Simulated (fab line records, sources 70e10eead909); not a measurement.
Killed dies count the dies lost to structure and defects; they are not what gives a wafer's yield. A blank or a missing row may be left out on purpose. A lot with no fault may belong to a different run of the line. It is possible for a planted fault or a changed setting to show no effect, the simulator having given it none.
Chamber matching | flow nand_harc | NHARC_A_CONTACT_ETCH_75 on rie_diel-02: 4 sister chambers
The step etches the open film in CF4, target depth 39 nm, time 65 s. 14 wafers are shown with their chamber, then 7 later ones without.

## EACH WAFER AND ITS CHAMBER
wafer  | chamber | showerhead_plenum_p_Torr (Torr) | oes_product_au (a.u.) | rf_vpp_V (V)
L076.2 | 1       | 1.79                            | 0.984                 | 152.0
L076.3 | 0       | 1.87                            | 1.006                 | 152.6
L076.6 | 0       | 1.87                            | 1.023                 | 153.0
L080.3 | 1       | 1.79                            | 0.981                 | 152.0
L080.4 | 0       | 1.87                            | 1.005                 | 152.1
L080.5 | 2       | 1.79                            | 0.974                 | 150.4
L080.1 | 2       | 1.79                            | 0.988                 | 152.5
L080.2 | 3       | 1.68                            | 0.990                 | 151.2
L080.6 | 1       | 1.79                            | 0.971                 | 151.2
L084.1 | 0       | 1.86                            | 1.015                 | 152.0
L084.3 | 1       | 1.79                            | 0.994                 | 152.0
L084.6 | 3       | 1.68                            | 0.993                 | 149.7
L087.1 | 0       | 1.86                            | 1.011                 | 151.4
L087.3 | 3       | 1.68                            | 0.986                 | 150.0

SIGNATURES (averages over the wafers above)
reading                  | chamber 0 | chamber 1 | chamber 2 | chamber 3 | scatter within a chamber
showerhead_plenum_p_Torr | 1.8660    | 1.7900    | 1.7900    | 1.6800    | 0.00346
oes_product_au           | 1.01200   | 0.98250   | 0.98100   | 0.98967   | 0.0078
rf_vpp_V                 | 152.220   | 151.800   | 151.450   | 150.300   | 0.737
Rule: distance of a wafer from a chamber = root of the sum over the readings of ((wafer's reading minus chamber's mean) / reading's scatter) squared. If the next closest chamber is less than 2 further off than the closest, the wafer can't be placed; otherwise it belongs to the closest. The scatter: take each reading less its chamber's mean, square it, sum over the shown wafers, divide by the number of wafers less the number of chambers, and take the root.

## WAFERS MISSING THEIR CHAMBER
wafer  | showerhead_plenum_p_Torr (Torr) | oes_product_au (a.u.) | rf_vpp_V (V)
L087.4 | 1.78                            | 1.001                 | 151.2
L089.1 | 1.86                            | 1.002                 | 152.4
L089.3 | 1.78                            | 0.977                 | 151.3
L089.6 | 1.68                            | 0.992                 | 150.1
L094.2 | 1.78                            | 0.992                 | 151.3
L094.4 | 1.86                            | 0.997                 | 151.1
L094.6 | 1.78                            | 0.995                 | 150.8

## WHICH CHAMBER EACH WENT THROUGH
wafer  | from the rows above     | in truth
L087.4 | can't be placed: 1 or 2 | 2
L089.1 | 0                       | 0
L089.3 | can't be placed: 2 or 1 | 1
L089.6 | 3                       | 3
L094.2 | can't be placed: 1 or 2 | 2
L094.4 | 0                       | 0
L094.6 | can't be placed: 2 or 1 | 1
Correctly placed: 3 of 7. Not placeable from these rows: 4 (in 4, the candidates include the true chamber). Wrongly placed: 0.
